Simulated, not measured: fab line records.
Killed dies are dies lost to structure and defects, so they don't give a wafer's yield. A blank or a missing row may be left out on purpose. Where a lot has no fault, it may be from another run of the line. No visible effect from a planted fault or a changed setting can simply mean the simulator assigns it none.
fab line records	flow n5-finfet
[record] lots = 24	wafers = 72	last-day = 20
route steps=1938 shown BEOL_M12@1656 BEOL_M13@1670 BEOL_M14@1746
lots untouched by any fault: they come from a run of this same line in which no faults occurred
start-h: the number of hours between the record's first day and the start of the first shown wafer of the lot	wait-h: how many hours have passed since the lot's step before this one	" the same as in the row above	L1.1+2: one row covering several wafers at once	- no value, or no start given	* or withheld: withheld	< > ~ a bound
route shown NAME@n: NAME is a module with steps in the file, n the number in the route of the first one	usual: mean/standard deviation of fault-free wafers	same: alike in all rows	chamber/n: place in a boat	sites: per-site readings	_std_site: standard deviation of those values	_edge_site: mean of outer sites minus mean of inner sites	radius-mm: for every site, how far away it sits from the centre of the wafer	mask NAME#n: copy n	behind: tool/chamber where the wafer was last shaped	hold: the reason the lot was held/the length of the hold in hours/how it ended	device: names the non-switching transistor (n, p or np)	end of line: the tests these same wafers got at the end of their route	a step without rows: its recipe alone	killed: at the first sort, the dies lost to defects and structure; wafer yield is something else	map: dies across one wafer; x = killed, . = not, _ = none there
set.NAME: the setting the step ran with; set.NAME@STEP: the setting that earlier step ran with	model.NAME: the simulator's own value behind a step, which no gauge read
steps of the route over a sample of lots; a table a step, a row a wafer
services: from which hour (start-h, from the record's first day; less than 0 if before it) a tool's chamber was out of use, for how many hours, and why
[[steps]]
[step N5_BEOL_M12_DEP_53]
[recipe] material = SiCN	target-thk-a = 300	temp-c = withheld	precursor = 3MS/NH3	pressure-torr = 3	rf-w = 675	time-s = 10.5
[usual] rf-fwd-power-W = 663/3.3	showerhead-plenum-p-Torr = 4.145/0.018	throttle-valve-pct = 18.2/1
[same] time-s = 10.5
lot.wafer	tool	chamber	start-h	wait-h	rf-fwd-power-W	showerhead-plenum-p-Torr	throttle-valve-pct
L075.2	pecvd-04	1	263.65	0.0	657	4.149	20.3
L075.4	"	1	"	"	658	4.151	20.4
L075.5	"	2	"	"	665	4.111	17.2
L074.2	pecvd-01	2	263.98	0.0	665	4.184	17.1
L074.4	"	0	"	"	664	4.127	19.1
L074.6	"	2	"	"	665	4.167	16.8
L076.3	pecvd-01	1	264.81	0.0	660	4.149	18.4
L076.4	"	1	"	"	661	4.143	18.6
L076.5	"	2	"	"	662	4.177	17.1
L078.1	pecvd-04	2	284.19	0.0	662	4.125	17.3
L078.4	"	0	"	"	667	4.146	18.4
L078.5	"	2	"	"	665	4.123	17.1
L077.1	pecvd-03	1	289.84	0.0	659	4.137	17.2
L077.5	"	1	"	"	661	4.130	17.6
L077.6	"	2	"	"	663	4.157	17.4
L079.1	pecvd-03	0	306.08	0.0	663	4.145	17.6
L079.2	"	2	"	"	659	4.154	17.2
L079.3	"	1	"	"	659	4.131	17.5
L080.1	pecvd-03	1	311.65	0.0	662	4.136	17.4
L080.2	"	0	"	"	661	4.132	17.8
L080.4	"	1	"	"	663	4.129	17.4
L081.2	pecvd-01	2	314.17	0.0	665	4.176	17.3
L081.3	"	0	"	"	663	4.122	19.0
L081.4	"	0	"	"	664	4.133	18.7
L082.3	pecvd-01	0	320.99	0.0	666	4.134	18.9
L082.5	"	2	"	"	668	4.183	17.2
L082.6	"	0	"	"	664	4.145	19.0
L083.1	pecvd-04	1	346.87	0.0	660	4.158	20.3
L083.3	"	1	"	"	659	4.151	20.2
L083.5	"	1	"	"	658	4.145	20.3
L084.3	pecvd-03	1	364.27	0.0	660	4.128	17.4
L084.5	"	0	"	"	663	4.142	17.7
L084.6	"	1	"	"	657	4.129	17.3
L085.3	pecvd-04	1	364.80	0.0	657	4.161	20.5
L085.4	"	2	"	"	665	4.127	17.5
L085.6	"	1	"	"	656	4.144	20.3
L088.1	pecvd-04	2	365.60	0.0	666	4.124	17.6
L088.3	"	2	"	"	667	4.127	17.3
L088.6	"	2	"	"	665	4.106	17.6
L086.2	pecvd-01	2	373.03	0.0	668	4.171	17.0
L086.3	"	0	"	"	665	4.141	19.1
L086.5	"	2	"	"	664	4.182	17.3
L087.1	pecvd-01	2	377.32	0.0	665	4.183	17.4
L087.2	"	0	"	"	666	4.129	18.8
L087.5	"	2	"	"	665	4.178	17.1
L089.2	pecvd-03	0	380.47	0.0	660	4.148	17.7
L089.3	"	1	"	"	660	4.138	17.3
L089.5	"	0	"	"	665	4.126	17.7
L092.3	pecvd-01	1	383.35	0.0	663	4.137	18.4
L092.4	"	0	"	"	665	4.139	19.1
L092.5	"	2	"	"	665	4.175	17.2
L090.4	pecvd-03	2	386.75	0.0	660	4.166	17.7
L090.5	"	0	"	"	665	4.138	17.6
L090.6	"	1	"	"	657	4.138	17.3
L091.2	pecvd-01	1	390.39	0.0	663	4.143	18.1
L091.4	"	1	"	"	665	4.146	18.7
L091.6	"	0	"	"	665	4.138	18.6
L094.1	pecvd-04	2	395.80	0.0	665	4.118	17.4
L094.2	"	0	"	"	667	4.158	18.6
L094.6	"	2	"	"	665	4.119	17.3
L093.1	pecvd-01	1	396.17	0.0	663	4.148	18.6
L093.2	"	0	"	"	665	4.131	18.9
L093.6	"	0	"	"	667	4.132	18.9
L096.1	pecvd-04	0	412.17	0.0	668	4.149	18.6
L096.2	"	1	"	"	656	4.145	20.0
L096.4	"	2	"	"	664	4.130	17.7
L095.2	pecvd-01	0	414.85	0.0	667	4.139	19.0
L095.3	"	1	"	"	661	4.140	18.5
L095.6	"	1	"	"	662	4.151	18.6
L097.1	pecvd-04	1	436.15	0.0	658	4.150	20.2
L097.2	"	2	"	"	665	4.111	17.5
L097.4	"	2	"	"	668	4.122	17.2
[step N5_BEOL_M13_OVL_MEAS_11]
[recipe] points-per-wafer = 44
[usual] V12_OVL = 0/5.8
lot.wafer	tool	chamber	start-h	wait-h	V12_OVL[nm]
L075.2	overlay-02	0	264.38	0.0	2
L075.4	"	0	"	"	11
L075.5	"	0	"	"	9
L074.2	overlay-02	0	264.71	0.0	-4
L074.4	"	0	"	"	3
L074.6	"	0	"	"	7
L076.3	overlay-02	0	265.56	0.0	2
L076.4	"	0	"	"	-1
L076.5	"	0	"	"	-1
L078.1	overlay-01	0	284.92	0.0	-2
L078.4	"	0	"	"	3
L078.5	"	0	"	"	-1
L077.1	overlay-02	0	290.57	0.0	-9
L077.5	"	0	"	"	1
L077.6	"	0	"	"	-1
L079.1	overlay-01	0	306.69	0.0	14
L079.2	"	0	"	"	7
L079.3	"	0	"	"	8
L080.1	overlay-01	0	312.26	0.0	5
L080.2	"	0	"	"	3
L080.4	"	0	"	"	-5
L081.2	overlay-02	0	314.78	0.0	-9
L081.3	"	0	"	"	-1
L081.4	"	0	"	"	3
L082.3	overlay-01	0	321.84	0.0	5
L082.5	"	0	"	"	5
L082.6	"	0	"	"	3
L083.1	overlay-02	0	347.49	0.0	7
L083.3	"	0	"	"	1
L083.5	"	0	"	"	4
L084.3	overlay-01	0	364.89	0.0	-4
L084.5	"	0	"	"	-4
L084.6	"	0	"	"	-9
L085.3	overlay-01	0	365.54	0.0	-2
L085.4	"	0	"	"	4
L085.6	"	0	"	"	5
L088.1	overlay-02	0	366.22	0.0	6
L088.3	"	0	"	"	9
L088.6	"	0	"	"	-2
L086.2	overlay-02	0	373.65	0.0	-7
L086.3	"	0	"	"	-5
L086.5	"	0	"	"	-4
L087.1	overlay-01	0	378.01	0.0	4
L087.2	"	0	"	"	-10
L087.5	"	0	"	"	1
L089.2	overlay-01	0	381.10	0.0	1
L089.3	"	0	"	"	9
L089.5	"	0	"	"	-3
L092.3	overlay-01	0	383.96	0.0	-7
L092.4	"	0	"	"	-4
L092.5	"	0	"	"	-1
L090.4	overlay-01	0	387.35	0.0	-2
L090.5	"	0	"	"	-3
L090.6	"	0	"	"	4
L091.2	overlay-02	0	391.14	0.0	0
L091.4	"	0	"	"	-4
L091.6	"	0	"	"	1
L094.1	overlay-01	0	396.54	0.0	-4
L094.2	"	0	"	"	-12
L094.6	"	0	"	"	-12
L093.1	overlay-01	0	396.81	0.0	7
L093.2	"	0	"	"	12
L093.6	"	0	"	"	-2
L096.1	overlay-01	0	412.91	0.0	1
L096.2	"	0	"	"	4
L096.4	"	0	"	"	-8
L095.2	overlay-01	0	415.46	0.0	7
L095.3	"	0	"	"	-4
L095.6	"	0	"	"	-3
L097.1	overlay-02	0	436.97	0.1	-6
L097.2	"	0	"	"	2
L097.4	"	0	"	"	3
[step N5_BEOL_M13_DESCUM_33]
[recipe] chemistry = O2	time-s = 7.9	source-power-w = 50	bias-power-w = 20	pressure-mtorr = 20	rf-frequency-hz = 2.712e+07	temp-c = 40	o2-flow-sccm = 225
[usual] drypump-motor-current-A = 5.6/0.49	oes-product-au = 0.81/0.1	rf-fwd-power-W = 49.31/0.27	rf-vpp-V = 243.4/1.4	showerhead-plenum-p-Torr = 2.10/0.073	temp-c = 40.01/0.11	throttle-valve-pct = 20.24/0.26
[same] time-s = 7.9
lot.wafer	tool	chamber	start-h	wait-h	drypump-motor-current-A	oes-product-au	rf-fwd-power-W	rf-hours-counter-h	rf-vpp-V	showerhead-plenum-p-Torr	temp-c	throttle-valve-pct
L075.2	rie-diel-02	1	265.73	0.0	6.4	0.75	49.87	154	242.5	2.01	39.99	20.60
L075.4	"	3	"	"	6.0	0.70	49.29	219	240.9	1.98	39.87	20.43
L075.5	"	2	"	"	5.6	0.72	48.84	-	243.0	2.17	40.00	20.36
L074.2	rie-diel-03	1	265.89	0.0	6.4	0.91	49.65	18	242.0	2.05	40.07	19.92
L074.4	"	2	"	"	5.6	0.98	49.35	3	243.4	2.13	39.95	19.91
L074.6	"	3	"	"	5.1	0.81	48.78	-	244.4	2.10	39.94	20.16
L076.3	rie-diel-03	1	266.56	0.0	6.3	0.91	49.41	19	242.4	2.05	39.85	19.90
L076.4	"	2	"	"	5.6	0.99	49.40	4	244.2	2.13	40.06	19.90
L076.5	"	2	"	"	5.7	0.98	49.38	-	245.5	2.13	40.01	19.92
L078.1	rie-diel-03	3	286.08	0.0	5.2	0.79	49.12	84	243.5	2.10	40.00	20.16
L078.4	"	2	"	"	5.7	0.97	49.45	9	243.2	2.12	40.27	19.91
L078.5	"	1	"	"	6.4	0.90	49.49	-	243.4	2.04	39.92	19.92
L077.1	rie-diel-03	0	291.60	0.0	5.1	0.70	49.29	228	244.0	2.14	40.06	20.46
L077.5	"	3	"	"	5.2	0.79	49.11	-	244.5	2.10	39.95	20.18
L077.6	"	0	"	"	5.1	0.69	49.53	-	245.1	2.14	40.06	20.44
L079.1	rie-diel-03	0	307.82	0.0	5.1	0.68	49.09	233	243.1	2.14	40.00	20.44
L079.2	"	3	"	"	5.2	0.79	49.18	90	243.8	2.10	39.77	20.19
L079.3	"	1	"	"	6.3	0.87	49.38	31	242.7	2.04	40.15	19.92
L080.1	rie-diel-03	0	313.61	0.1	5.1	0.69	49.22	235	244.7	2.14	40.09	20.44
L080.2	"	2	"	"	5.7	0.92	49.56	18	244.3	2.12	40.11	19.91
L080.4	"	1	"	"	6.4	0.88	49.29	32	242.8	2.04	40.04	19.93
L081.2	rie-diel-02	0	315.79	0.0	5.1	0.95	49.55	12	243.6	2.15	39.95	19.80
L081.3	"	3	"	"	6.0	0.69	49.56	232	241.4	1.98	40.10	20.45
L081.4	"	1	"	"	6.4	0.73	49.57	167	242.2	2.01	39.92	20.61
L082.3	rie-diel-03	1	322.85	0.0	6.3	0.87	49.30	36	243.9	2.04	40.07	19.93
L082.5	"	3	"	"	5.1	0.78	48.73	-	242.6	2.10	40.14	20.18
L082.6	"	0	"	"	5.1	0.68	49.19	-	244.9	2.14	40.01	20.43
L083.1	rie-diel-03	1	348.64	0.0	6.3	0.86	49.54	45	242.7	2.04	40.05	19.95
L083.3	"	0	"	"	5.1	0.68	49.11	247	243.2	2.14	39.96	20.47
L083.5	"	1	"	"	6.4	0.86	49.38	-	241.7	2.04	39.96	19.97
L084.3	rie-diel-02	2	365.90	0.0	5.5	0.69	49.20	245	243.3	2.16	40.06	20.38
L084.5	"	3	"	"	6.0	0.69	49.21	-	240.0	1.97	40.14	20.47
L084.6	"	1	"	"	6.4	0.71	49.54	-	241.7	2.00	40.00	20.66
L085.3	rie-diel-02	3	366.54	0.0	6.0	0.69	49.30	249	241.6	1.97	40.01	20.50
L085.4	"	3	"	"	6.0	0.68	49.21	-	241.4	1.97	39.93	20.50
L085.6	"	2	"	"	5.6	0.69	49.18	-	244.0	2.16	40.09	20.38
L088.1	rie-diel-02	3	367.23	0.0	6.0	0.69	49.43	250	241.0	1.97	39.81	20.49
L088.3	"	2	"	"	5.6	0.69	48.67	246	243.8	2.16	39.80	20.38
L088.6	"	1	"	"	6.4	0.72	49.72	-	244.3	2.00	39.95	20.66
L086.2	rie-diel-05	1	374.79	0.0	5.4	0.80	49.37	106	245.5	2.19	39.95	20.15
L086.3	"	0	"	"	5.6	0.88	49.21	46	241.4	2.06	39.95	20.49
L086.5	"	3	"	"	4.9	0.93	49.45	-	244.8	2.14	40.03	20.16
L087.1	rie-diel-05	3	379.88	0.0	5.0	0.93	49.41	19	243.6	2.13	39.98	20.14
L087.2	"	1	"	"	5.4	0.80	49.39	108	244.6	2.19	39.86	20.16
L087.5	"	0	"	"	5.6	0.87	49.38	-	243.6	2.06	39.97	20.49
L089.2	rie-diel-05	1	382.34	0.1	5.4	0.80	49.18	109	245.5	2.19	39.94	20.15
L089.3	"	2	"	"	5.6	0.91	48.98	38	244.5	2.25	39.98	20.39
L089.5	"	3	"	"	5.0	0.93	49.50	-	242.2	2.13	39.94	20.16
L092.3	rie-diel-02	2	385.28	0.2	5.6	0.68	49.15	254	244.6	2.16	40.13	20.39
L092.4	"	0	"	"	5.0	0.91	49.61	-	244.5	2.14	40.06	19.78
L092.5	"	1	"	"	6.4	0.71	49.53	-	242.0	2.00	40.00	20.64
L090.4	rie-diel-02	1	389.58	1.1	6.4	0.71	49.69	-	241.6	2.00	40.09	20.67
L090.5	"	0	"	"	5.0	0.91	49.27	-	245.1	2.14	39.97	19.80
L090.6	"	2	"	"	5.6	0.68	48.95	-	243.9	2.15	39.95	20.40
L091.2	rie-diel-03	3	393.37	0.3	5.2	0.76	49.12	120	242.8	2.09	40.02	20.23
L091.4	"	2	"	"	5.6	0.89	49.52	38	242.5	2.11	40.24	19.97
L091.6	"	2	"	"	5.6	0.88	49.54	-	242.2	2.11	39.93	19.95
L094.1	rie-diel-05	0	398.37	0.7	5.6	0.87	49.24	54	242.0	2.06	40.22	20.50
L094.2	"	2	"	"	5.6	0.90	49.03	44	244.3	2.24	39.93	20.41
L094.6	"	0	"	"	5.6	0.87	49.30	-	243.5	2.06	39.98	20.50
L093.1	rie-diel-02	2	398.47	0.4	5.5	0.68	48.83	263	243.6	2.15	40.15	20.41
L093.2	"	0	"	"	5.0	0.89	49.16	32	244.8	2.14	40.06	19.81
L093.6	"	1	"	"	6.4	0.71	49.59	-	242.4	1.99	40.08	20.66
L096.1	rie-diel-05	0	413.91	0.0	5.6	0.86	49.35	60	241.1	2.05	40.04	20.49
L096.2	"	3	"	"	5.0	0.90	49.44	28	243.8	2.13	40.16	20.16
L096.4	"	2	"	"	5.6	0.89	49.02	48	244.1	2.24	39.88	20.37
L095.2	rie-diel-02	3	416.58	0.0	6.0	0.95	49.42	5	246.3	2.23	40.06	20.12
L095.3	"	1	"	"	6.4	0.71	49.61	207	240.7	1.99	39.87	20.68
L095.6	"	0	"	"	5.0	0.89	49.18	-	243.9	2.14	39.89	19.83
L097.1	rie-diel-02	2	437.98	0.0	5.6	1.01	49.06	3	244.7	2.15	40.12	20.04
L097.2	"	3	"	"	6.0	0.91	49.32	12	245.1	2.23	39.97	20.12
L097.4	"	1	"	"	6.4	0.70	49.82	211	240.2	1.99	39.80	20.69
[step N5_BEOL_M13_SPUTTER_45]
[recipe] material = Cu	target-thk-a = 800	temp-c = -20	bias-v = 60	power-w = 26000	chamber-pressure-pa = 0.13	time-s = 13.33
[usual] chamber-pressure-pa = 0.13005/0.00025	chuck-sensor-temp-C = -16.0/0.64	throttle-valve-pct = 29.8/0.69
[same] time-s = 13.33
lot.wafer	tool	chamber	start-h	wait-h	chamber-pressure-pa	chuck-sensor-temp-C	throttle-valve-pct
L074.2	pvd-sputter-03	-	268.07	0.0	0.1296	-16.5	30.8
L074.4	"	-	"	"	0.12996	-15.8	29.1
L074.6	"	-	"	"	0.13006	-16.0	29.4
L076.3	pvd-sputter-03	-	268.39	0.0	0.13007	-15.6	29.3
L076.4	"	-	"	"	0.13049	-16.2	29.9
L076.5	"	-	"	"	0.12985	-16.1	29.4
L075.2	pvd-sputter-03	-	268.71	0.0	0.13054	-15.6	29.4
L075.4	"	-	"	"	0.12992	-16.1	29.3
L075.5	"	-	"	"	0.12997	-15.7	29.1
L078.1	pvd-sputter-02	-	288.98	0.0	0.13002	-16.9	29.6
L078.4	"	-	"	"	0.12964	-16.4	30.3
L078.5	"	-	"	"	0.13038	-17.0	29.6
L077.1	pvd-sputter-01	-	294.60	0.0	0.13006	-15.4	31.6
L077.5	"	-	"	"	0.1307	-15.1	30.4
L077.6	"	-	"	"	0.12969	-15.4	29.9
L079.1	pvd-sputter-01	-	310.42	0.0	0.13021	-15.4	30.1
L079.2	"	-	"	"	0.12963	-15.7	28.3
L079.3	"	-	"	"	0.12995	-15.4	31.3
L080.1	pvd-sputter-03	-	317.69	0.0	0.13038	-16.6	30.4
L080.2	"	-	"	"	0.12997	-16.0	29.7
L080.4	"	-	"	"	0.12939	-15.5	29.1
L081.2	pvd-sputter-03	-	318.15	0.0	0.12968	-16.2	29.4
L081.3	"	-	"	"	0.12983	-16.1	29.8
L081.4	"	-	"	"	0.12995	-15.7	29.1
L082.3	pvd-sputter-03	-	326.97	0.0	0.13029	-16.1	30.0
L082.5	"	-	"	"	0.13001	-16.5	30.6
L082.6	"	-	"	"	0.13073	-16.0	29.8
L083.1	pvd-sputter-03	-	350.66	0.0	0.1298	-15.7	29.2
L083.3	"	-	"	"	0.13031	-16.1	29.2
L083.5	"	-	"	"	0.12997	-15.5	29.4
L084.3	pvd-sputter-03	-	368.64	0.0	0.12992	-16.6	30.7
L084.5	"	-	"	"	0.13015	-16.2	30.0
L084.6	"	-	"	"	0.13049	-16.0	29.1
L085.3	pvd-sputter-02	-	368.74	0.0	0.13004	-16.6	30.2
L085.4	"	-	"	"	0.13012	-17.5	29.9
L085.6	"	-	"	"	0.12971	-17.2	30.0
L088.1	pvd-sputter-01	-	369.09	0.0	0.12997	-15.7	28.0
L088.3	"	-	"	"	0.12978	-15.2	31.3
L088.6	"	-	"	"	0.12982	-15.5	30.1
L086.2	pvd-sputter-01	-	378.29	0.0	0.13032	-15.0	29.7
L086.3	"	-	"	"	0.13017	-15.7	28.6
L086.5	"	-	"	"	0.13012	-15.4	31.2
L087.1	pvd-sputter-03	-	383.78	0.0	0.12999	-16.2	29.9
L087.2	"	-	"	"	0.13011	-15.7	29.2
L087.5	"	-	"	"	0.13003	-15.6	29.2
L089.2	pvd-sputter-03	-	385.80	0.0	0.12985	-16.5	30.7
L089.3	"	-	"	"	0.1303	-16.0	29.2
L089.5	"	-	"	"	0.13021	-16.2	29.5
L092.3	pvd-sputter-01	-	388.45	0.0	0.13002	-15.5	29.9
L092.4	"	-	"	"	0.13056	-15.6	28.1
L092.5	"	-	"	"	0.13019	-15.5	29.8
L090.4	pvd-sputter-02	-	390.72	0.0	0.13007	-16.3	30.1
L090.5	"	-	"	"	0.12974	-15.1	29.4
L090.6	"	-	"	"	0.13013	-16.2	30.0
L091.2	pvd-sputter-03	-	397.60	0.0	0.13023	-16.2	30.0
L091.4	"	-	"	"	0.12982	-16.1	29.3
L091.6	"	-	"	"	0.13009	-15.7	29.1
L094.1	pvd-sputter-02	-	400.03	0.0	0.12999	-17.0	29.8
L094.2	"	-	"	"	0.12987	-16.4	30.1
L094.6	"	-	"	"	0.13017	-15.1	28.9
L093.1	pvd-sputter-02	-	400.55	0.0	0.13025	-17.5	30.0
L093.2	"	-	"	"	0.13008	-16.9	30.0
L093.6	"	-	"	"	0.13014	-17.4	30.0
L096.1	pvd-sputter-02	-	417.84	0.0	0.12998	-15.2	29.1
L096.2	"	-	"	"	0.13042	-17.0	29.4
L096.4	"	-	"	"	0.12994	-17.3	29.6
L095.2	pvd-sputter-01	-	419.06	0.0	0.13004	-15.4	31.0
L095.3	"	-	"	"	0.12975	-15.6	30.0
L095.6	"	-	"	"	0.13043	-15.3	30.3
L097.1	pvd-sputter-03	-	441.77	0.0	0.12938	-15.7	29.2
L097.2	"	-	"	"	0.13012	-16.2	29.8
L097.4	"	-	"	"	0.13014	-16.0	29.4
[step N5_BEOL_M13_ANNEAL_48]
[recipe] temp-c = 225	time-s = 90	ambient = N2
[usual] wafer_temp_C_max = 226.2/0.34
[same] time-s = 90
lot.wafer	tool	chamber	start-h	wait-h	wafer_temp_C_max
L074.2	rtp-anneal-02	0	268.40	0.2	226.8
L074.4	"	0	"	"	226.7
L074.6	"	0	"	"	226.7
L076.3	rtp-anneal-01	0	268.76	0.2	226.1
L076.4	"	0	"	"	226.2
L076.5	"	0	"	"	226.2
L075.2	rtp-anneal-02	0	269.04	0.2	225.8
L075.4	"	0	"	"	226.1
L075.5	"	0	"	"	226.1
L078.1	rtp-anneal-01	0	289.27	0.1	226.0
L078.4	"	0	"	"	226.1
L078.5	"	0	"	"	226.4
L077.1	rtp-anneal-02	0	294.88	0.1	226.6
L077.5	"	0	"	"	226.2
L077.6	"	0	"	"	226.4
L079.1	rtp-anneal-01	0	310.70	0.1	225.9
L079.2	"	0	"	"	225.8
L079.3	"	0	"	"	226.7
L080.1	rtp-anneal-02	0	317.97	0.1	226.3
L080.2	"	0	"	"	226.1
L080.4	"	0	"	"	226.1
L081.2	rtp-anneal-02	0	318.94	0.6	226.5
L081.3	"	0	"	"	226.3
L081.4	"	0	"	"	226.7
L082.3	rtp-anneal-02	0	328.76	1.6	226.4
L082.5	"	0	"	"	226.0
L082.6	"	0	"	"	226.8
L083.1	rtp-anneal-01	0	351.74	0.9	226.1
L083.3	"	0	"	"	226.1
L083.5	"	0	"	"	226.3
L084.3	rtp-anneal-01	0	369.02	0.2	225.9
L084.5	"	0	"	"	226.4
L084.6	"	0	"	"	226.0
L085.3	rtp-anneal-01	0	369.65	0.7	225.8
L085.4	"	0	"	"	225.6
L085.6	"	0	"	"	226.0
L088.1	rtp-anneal-01	0	370.10	0.8	226.0
L088.3	"	0	"	"	226.2
L088.6	"	0	"	"	226.1
L086.2	rtp-anneal-01	0	378.63	0.2	226.4
L086.3	"	0	"	"	226.3
L086.5	"	0	"	"	226.4
L087.1	rtp-anneal-02	0	384.06	0.1	226.7
L087.2	"	0	"	"	226.8
L087.5	"	0	"	"	227.1
L089.2	rtp-anneal-02	0	386.33	0.4	226.3
L089.3	"	0	"	"	226.3
L089.5	"	0	"	"	226.7
L092.3	rtp-anneal-02	0	388.82	0.2	226.7
L092.4	"	0	"	"	226.3
L092.5	"	0	"	"	226.2
L090.4	rtp-anneal-01	0	391.14	0.2	225.7
L090.5	"	0	"	"	226.2
L090.6	"	0	"	"	226.1
L091.2	rtp-anneal-01	0	397.92	0.2	226.2
L091.4	"	0	"	"	226.0
L091.6	"	0	"	"	226.0
L094.1	rtp-anneal-02	0	400.73	0.5	226.3
L094.2	"	0	"	"	226.3
L094.6	"	0	"	"	226.4
L093.1	rtp-anneal-02	0	401.00	0.3	226.7
L093.2	"	0	"	"	226.1
L093.6	"	0	"	"	226.2
L096.1	rtp-anneal-02	0	418.12	0.1	226.2
L096.2	"	0	"	"	226.7
L096.4	"	0	"	"	226.4
L095.2	rtp-anneal-01	0	419.89	0.7	225.5
L095.3	"	0	"	"	225.9
L095.6	"	0	"	"	226.0
L097.1	rtp-anneal-01	0	442.42	0.5	225.9
L097.2	"	0	"	"	225.9
L097.4	"	0	"	"	226.5
[step N5_BEOL_M14_CD_MEAS_28]
[recipe] target-cd-nm = 284.4	landing-energy-ev = 500	detector = se-inlens
[usual] cd-nm = 285.4/2.2
lot.wafer	tool	chamber	start-h	wait-h	cd-nm
L074.2	cd-sem-01	0	270.63	-	285.7
L074.4	"	0	"	"	286.8
L074.6	"	0	"	"	284.4
L076.3	cd-sem-03	0	270.93	-	283.8
L076.4	"	0	"	"	283.5
L076.5	"	0	"	"	280.2
L075.2	cd-sem-03	0	271.37	-	289.3
L075.4	"	0	"	"	287.6
L075.5	"	0	"	"	285.5
L078.1	cd-sem-02	0	291.47	-	288.4
L078.4	"	0	"	"	288.8
L078.5	"	0	"	"	286.3
L077.1	cd-sem-03	0	297.14	-	284.2
L077.5	"	0	"	"	284.3
L077.6	"	0	"	"	287.7
L079.1	cd-sem-03	0	312.96	-	286.9
L079.2	"	0	"	"	286.2
L079.3	"	0	"	"	287.6
L080.1	cd-sem-03	0	320.32	-	285.6
L080.2	"	0	"	"	284.7
L080.4	"	0	"	"	283.1
L081.2	cd-sem-01	0	321.15	-	289.5
L081.3	"	0	"	"	286.7
L081.4	"	0	"	"	287.5
L082.3	cd-sem-02	0	330.93	-	286.1
L082.5	"	0	"	"	286.9
L082.6	"	0	"	"	288.3
L083.1	cd-sem-03	0	354.01	-	285.9
L083.3	"	0	"	"	284.4
L083.5	"	0	"	"	285.0
L084.3	cd-sem-02	0	371.13	-	283.0
L084.5	"	0	"	"	282.4
L084.6	"	0	"	"	281.7
L085.3	cd-sem-03	0	371.82	-	286.8
L085.4	"	0	"	"	287.2
L085.6	"	0	"	"	286.8
L088.1	cd-sem-01	0	372.36	-	287.3
L088.3	"	0	"	"	288.1
L088.6	"	0	"	"	284.9
L086.2	cd-sem-02	0	380.85	-	283.6
L086.3	"	0	"	"	285.3
L086.5	"	0	"	"	284.9
L087.1	cd-sem-03	0	386.65	-	286.7
L087.2	"	0	"	"	287.1
L087.5	"	0	"	"	286.3
L089.2	cd-sem-02	0	388.83	-	284.3
L089.3	"	0	"	"	287.6
L089.5	"	0	"	"	288.7
L092.3	cd-sem-03	0	391.10	-	284.2
L092.4	"	0	"	"	284.2
L092.5	"	0	"	"	283.0
L090.4	cd-sem-02	0	393.26	-	280.2
L090.5	"	0	"	"	281.9
L090.6	"	0	"	"	284.8
L091.2	cd-sem-02	0	400.16	-	285.2
L091.4	"	0	"	"	282.8
L091.6	"	0	"	"	282.7
L094.1	cd-sem-01	0	403.00	-	284.8
L094.2	"	0	"	"	286.5
L094.6	"	0	"	"	284.8
L093.1	cd-sem-01	0	403.41	-	287.6
L093.2	"	0	"	"	286.3
L093.6	"	0	"	"	287.2
L096.1	cd-sem-02	0	420.64	-	289.7
L096.2	"	0	"	"	287.6
L096.4	"	0	"	"	285.8
L095.2	cd-sem-01	0	422.25	-	284.7
L095.3	"	0	"	"	284.9
L095.6	"	0	"	"	285.2
L097.1	cd-sem-03	0	444.92	-	283.6
L097.2	"	0	"	"	283.9
L097.4	"	0	"	"	285.8
[[services]]
tool	chamber	start-h	hours	kind
rie-diel-05	1	270.40	3.0	repair
rie-diel-02	0	274.42	7.1	repair
pecvd-04	-	288.42	33.3	repair
rtp-anneal-01	-	324.70	5.2	pm
pecvd-04	-	328.99	0.3	repair
rie-diel-05	1	330.57	3.3	repair
rie-diel-03	2	333.39	19.1	repair
rie-diel-05	-	333.75	0.4	repair
pecvd-04	0	344.54	23.9	repair
pvd-sputter-01	-	344.74	1.6	repair
pecvd-03	2	344.90	2.2	repair
rie-diel-02	0	350.54	31.6	repair
pvd-sputter-02	-	351.20	11.7	repair
pvd-sputter-03	-	378.22	3.7	repair
pecvd-04	-	382.97	0.7	repair
rie-diel-03	-	388.37	4.3	pm
rie-diel-03	3	418.14	1.4	repair
pvd-sputter-03	-	421.46	2.4	repair
pvd-sputter-01	-	425.15	1.2	repair
pecvd-03	1	427.46	12.8	repair
rie-diel-02	-	427.79	2.8	pm
rie-diel-02	1	430.95	4.9	repair
rie-diel-02	3	438.89	3.2	repair
rie-diel-02	2	440.26	5.5	repair
[[key]]
fault none
